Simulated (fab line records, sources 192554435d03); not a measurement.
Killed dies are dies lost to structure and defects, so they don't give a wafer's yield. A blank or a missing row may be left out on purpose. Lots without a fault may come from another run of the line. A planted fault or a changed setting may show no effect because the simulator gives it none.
Which tool did it? | flow n5_finfet | 10 lots, 28 wafers sampled, at 6 steps of a route of 1938

WHAT THE GAUGES READ, wafer by wafer
N5_ILD0_THK_MEAS_08. Usual: thk_nm 138.4 nm, standard deviation 1.4.
lot  | measured    | on            | thk_nm (nm)       | flag
L171 | day 4 01:50 | film_metro-02 | 138.4 141.4 139.7 |
L176 | day 5 08:07 | film_metro-01 | 139.0 140.4       |
L178 | day 5 20:43 | film_metro-02 | 136.4 137.1       |
L181 | day 6 16:31 | film_metro-02 | 199.1 196.4 198.5 | OFF
L182 | day 6 20:58 | film_metro-02 | 198.1 196.0 196.5 | OFF
L183 | day 7 01:30 | film_metro-01 | 197.1 199.4 197.0 | OFF
L188 | day 8 10:22 | film_metro-01 | 137.5 139.8 137.4 |
L189 | day 8 16:10 | film_metro-01 | 141.2 138.2 137.5 |
L190 | day 9 02:37 | film_metro-02 | 137.3 137.4 138.5 |
L191 | day 9 02:53 | film_metro-01 | 137.4 138.2 138.2 |

N5_BEOL_M4_RC_MEAS_101. Usual: DIBL_N 36.6 mV/V, standard deviation 2.3; DIBL_P 36.3 mV/V, standard deviation 2.8; IOFF_N 0.17 nA/um, standard deviation 0.047; IOFF_P 0.22 nA/um, standard deviation 0.048; ION_N 676 uA/um, standard deviation 14; ION_P 463 uA/um, standard deviation 9.4; SS_N 71.6 mV/dec, standard deviation 0.84; SS_P 73.4 mV/dec, standard deviation 0.85; VT_N 249 mV, standard deviation 3.7; VT_P -249 mV, standard deviation 3.6.
lot  | measured     | on        | DIBL_N (mV/V)  | DIBL_P (mV/V)  | IOFF_N (nA/um) | IOFF_P (nA/um) | ION_N (uA/um) | ION_P (uA/um) | SS_N (mV/dec)  | SS_P (mV/dec)  | VT_N (mV)   | VT_P (mV)      | flag
L171 | day 8 04:20  | prober-02 | 39.8 37.6 38.7 | 40.1 37.1 38.1 | 0.27 0.19 0.21 | 0.34 0.26 0.27 | 711 672 676   | 485 471 470   | 72.3 71.8 71.5 | 74.3 73.2 73.4 | 239 248 245 | -244 -245 -247 |
L176 | day 9 14:20  | prober-01 | 34.9 33.2      | 34.5 32.8      | 0.15 0.12      | 0.22 0.19      | 683 672       | 473 470       | 70.9 70.8      | 72.8 72.7      | 246 253     | -246 -249      |
L178 | day 10 04:59 | prober-01 | 38.0 36.7      | 39.6 37.7      | 0.23 0.19      | 0.33 0.27      | 697 677       | 481 471       | 71.9 72.0      | 74.5 74.3      | 246 249     | -240 -242      |
L188 | day 12 23:11 | prober-01 | 36.6 34.8 35.4 | 38.3 35.2 37.6 | 0.16 0.13 0.15 | 0.25 0.19 0.23 | 679 661 681   | 473 459 470   | 73.0 71.9 71.8 | 73.3 73.0 74.2 | 248 253 251 | -247 -253 -247 |
L189 | day 13 07:01 | prober-02 | 35.8 35.3 33.0 | 32.8 35.1 32.1 | 0.16 0.15 0.12 | 0.16 0.19 0.16 | 665 659 671   | 450 446 462   | 71.0 71.2 71.2 | 72.8 72.9 71.8 | 249 247 252 | -256 -252 -254 |
L190 | day 13 03:17 | prober-02 | 36.4 34.7 36.7 | 35.4 33.0 35.2 | 0.16 0.13 0.16 | 0.19 0.17 0.20 | 668 688 681   | 458 471 469   | 71.6 71.2 71.7 | 72.9 72.6 73.6 | 250 250 252 | -252 -251 -248 |
L191 | day 13 21:49 | prober-01 | 40.5 39.5 38.0 | 41.1 40.5 36.5 | 0.25 0.24 0.18 | 0.29 0.27 0.21 | 671 674 674   | 459 458 455   | 72.9 72.5 72.3 | 75.4 74.9 74.3 | 244 243 248 | -249 -250 -253 |

WHICH TOOL RAN EACH LOT (tool, then ch and the chambers of the sampled wafers, then the start)
lot  | N5_SD_ACTIVATION_RTA_00         | N5_ILD0_CMP_07               | N5_ILD0_ALD_15                   | N5_ILD0_CMP_12
L171 | rtp_anneal-02 ch 0, day 3 22:05 | cmp-02 ch 1,2,3, day 4 01:37 | ald_sin-03 ch 0,3, day 4 02:34   | cmp-03 ch 1,2, day 4 04:46
L176 | rtp_anneal-02 ch 0, day 5 04:23 | cmp-01 ch 2, day 5 07:51     | ald_sin-03 ch 0,2, day 5 08:49   | cmp-01 ch 2,3, day 5 11:06
L178 | rtp_anneal-01 ch 0, day 5 16:35 | cmp-03 ch 1,2, day 5 20:25   | ald_sin-02 ch 2,3, day 5 21:38   | cmp-01 ch 1,2, day 5 23:55
L181 | rtp_anneal-01 ch 0, day 6 12:40 | cmp-02 ch 0,2,3, day 6 16:19 | ald_sin-01 ch 1,2,3, day 6 17:28 | cmp-02 ch 1,3, day 6 19:42
L182 | rtp_anneal-01 ch 0, day 6 16:59 | cmp-02 ch 0,3, day 6 20:40   | ald_sin-02 ch 0,3, day 6 21:41   | cmp-03 ch 0,1,3, day 6 23:59
L183 | rtp_anneal-02 ch 0, day 6 21:28 | cmp-03 ch 0,1,3, day 7 01:13 | ald_sin-01 ch 0,2,3, day 7 02:13 | cmp-03 ch 0,1, day 7 04:26
L188 | rtp_anneal-01 ch 0, day 8 06:32 | cmp-03 ch 0,1,3, day 8 10:09 | ald_sin-02 ch 0,3, day 8 11:05   | cmp-03 ch 0,3, day 8 13:17
L189 | rtp_anneal-01 ch 0, day 8 11:13 | cmp-02 ch 0,2,3, day 8 15:56 | ald_sin-01 ch 0,1, day 8 16:53   | cmp-02 ch 0,1,2, day 8 19:07
L190 | rtp_anneal-02 ch 0, day 8 20:29 | cmp-02 ch 0,1, day 9 02:19   | ald_sin-03 ch 2,3, day 9 03:20   | cmp-02 ch 1,2,3, day 9 05:36
L191 | rtp_anneal-02 ch 0, day 8 23:02 | cmp-02 ch 0,1, day 9 02:37   | ald_sin-02 ch 0,1,3, day 9 03:35 | cmp-03 ch 1,2, day 9 05:50
- N5_SD_ACTIVATION_RTA_00: time 0 s.
- N5_ILD0_CMP_07: polishes SiO2 flowable, stops on poly-Si, t overpolish 1.18 s, target thk 138.88 nm.
- N5_ILD0_ALD_15: deposits SiNx, target thk 24 nm, pulse time 1 s, ald cycles 480.
- N5_ILD0_CMP_12: polishes SiNx, stops on poly-Si, t overpolish 6 s, target thk 17.67 nm.

WHAT THE TOOLS THEMSELVES READ (means of the sampled wafers that have a number; where no wafer has one, the mark that the record gives instead)
N5_SD_ACTIVATION_RTA_00. Usual: lamp_power_pct 8.95 %, standard deviation 0.055; lamp_zone_6_pct 8.877 %, standard deviation 0.028; wafer_temp_C_max 974.8, standard deviation 2.
lot  | tool          | lamp_power_pct (%) | lamp_zone_6_pct (%) | wafer_temp_C_max | flag
L171 | rtp_anneal-02 | 8.93               | 8.898               | 974.4            |
L176 | rtp_anneal-02 | 8.91               | 8.880               | 976.9            |
L178 | rtp_anneal-01 | 8.96               | 8.880               | 977.0            |
L181 | rtp_anneal-01 | 9.02               | 8.856               | 974.3            |
L182 | rtp_anneal-01 | 8.98               | 8.856               | 974.8            |
L183 | rtp_anneal-02 | 8.94               | 8.880               | 974.7            |
L188 | rtp_anneal-01 | 8.93               | 8.902               | 975.7            |
L189 | rtp_anneal-01 | 8.98               | 8.885               | 974.2            |
L190 | rtp_anneal-02 | 8.99               | 8.869               | 975.5            |
L191 | rtp_anneal-02 | 8.97               | 8.851               | 976.7            |

N5_ILD0_CMP_07. Usual: edge_zone_pressure_frac 1.000, standard deviation 0.0044; head_pressure_psi 4.150 psi, standard deviation 0.0086; motor_current_A 12.4 A, standard deviation 1.2; pad_life_wafers 912, standard deviation 520; slurry_flow_ml_min 150.1, standard deviation 0.46.
lot  | tool   | edge_zone_pressure_frac | head_pressure_psi (psi) | motor_current_A (A) | pad_life_wafers | slurry_flow_ml_min | flag
L171 | cmp-02 | 1.002                   | 4.151                   | 13.3                | 1796            | 150.2              |
L176 | cmp-01 | 1.000                   | 4.144                   | 12.3                | 1243            | 149.9              |
L178 | cmp-03 | 1.001                   | 4.159                   | 12.2                | 528             | 150.2              |
L181 | cmp-02 | -                       | -                       | -                   | -               | -                  | OFF
L182 | cmp-02 | -                       | -                       | -                   | -               | -                  | OFF
L183 | cmp-03 | -                       | -                       | -                   | -               | -                  | OFF
L188 | cmp-03 | 1.002                   | 4.141                   | 12.3                | 1034            | 150.0              |
L189 | cmp-02 | 0.994                   | 4.160                   | 12.6                | 578             | 150.5              |
L190 | cmp-02 | 1.004                   | 4.142                   | 13.5                | 656             | 150.4              |
L191 | cmp-02 | 1.000                   | 4.151                   | 14.1                | 661             | 149.7              |

N5_ILD0_ALD_15. Usual: heater_power_w 809 W, standard deviation 81; precursor_pulse_height_rel 0.999, standard deviation 0.019.
lot  | tool       | heater_power_w (W) | precursor_pulse_height_rel | flag
L171 | ald_sin-03 | 897                | 1.007                      |
L176 | ald_sin-03 | 909                | 1.004                      |
L178 | ald_sin-02 | 775                | 1.009                      |
L181 | ald_sin-01 | 849                | 0.996                      |
L182 | ald_sin-02 | 783                | 0.980                      |
L183 | ald_sin-01 | 832                | 1.027                      |
L188 | ald_sin-02 | 781                | 0.990                      |
L189 | ald_sin-01 | 795                | 0.995                      |
L190 | ald_sin-03 | 849                | 0.991                      |
L191 | ald_sin-02 | 791                | 1.007                      |

N5_ILD0_CMP_12. Usual: edge_zone_pressure_frac 1.001, standard deviation 0.005; head_pressure_psi 2.500 psi, standard deviation 0.0057; motor_current_A 9.1 A, standard deviation 0.86; pad_life_wafers 795, standard deviation 540; slurry_flow_ml_min 149.9, standard deviation 0.44.
lot  | tool   | edge_zone_pressure_frac | head_pressure_psi (psi) | motor_current_A (A) | pad_life_wafers | slurry_flow_ml_min | flag
L171 | cmp-03 | 1.001                   | 2.497                   | 9.2                 | 170             | 149.6              |
L176 | cmp-01 | 1.000                   | 2.502                   | 8.8                 | 1268            | 149.5              |
L178 | cmp-01 | 0.998                   | 2.493                   | 8.6                 | 1382            | 149.9              |
L181 | cmp-02 | 1.001                   | 2.496                   | 9.7                 | 158             | 150.2              |
L182 | cmp-03 | 0.998                   | 2.504                   | 8.8                 | 765             | 150.0              |
L183 | cmp-03 | 0.999                   | 2.502                   | 9.3                 | 800             | 149.5              |
L188 | cmp-03 | 1.002                   | 2.498                   | 8.7                 | 1056            | 150.3              |
L189 | cmp-02 | 0.997                   | 2.499                   | 10.2                | 602             | 149.7              |
L190 | cmp-02 | 1.004                   | 2.498                   | 9.7                 | 692             | 150.4              |
L191 | cmp-03 | 0.999                   | 2.501                   | 9.2                 | 1177            | 150.3              |

THE ANSWER, worked out from the rows above alone
Rule: a lot is off if the mean of its wafers that have a number lies more than 3 standard deviations from the usual mean. A lot without any number at a reading at which 4 lots or more have one is off too. The other lots that the step has rows for count as sound. The gauges are gone through in route order, then the tools' own readings, and for those a lot's mean is taken as printed above. The first step at which some lot is off is used, and at that step the reading that is off furthest; a lot without a number counts as furthest.
Off: L181, L182, L183, at N5_ILD0_THK_MEAS_08 (thk_nm).
A tool fits if, at a process step before that reading, it ran every lot that is off, and no sound lot after the first of them. The gauges at N5_ILD0_THK_MEAS_08 aren't tried: what is off there is off at N5_ILD0_CMP_07 too, on other tools, and a gauge's error can't cause that. None of those tried fits.

WHAT THE SIMULATOR HAD PUT IN
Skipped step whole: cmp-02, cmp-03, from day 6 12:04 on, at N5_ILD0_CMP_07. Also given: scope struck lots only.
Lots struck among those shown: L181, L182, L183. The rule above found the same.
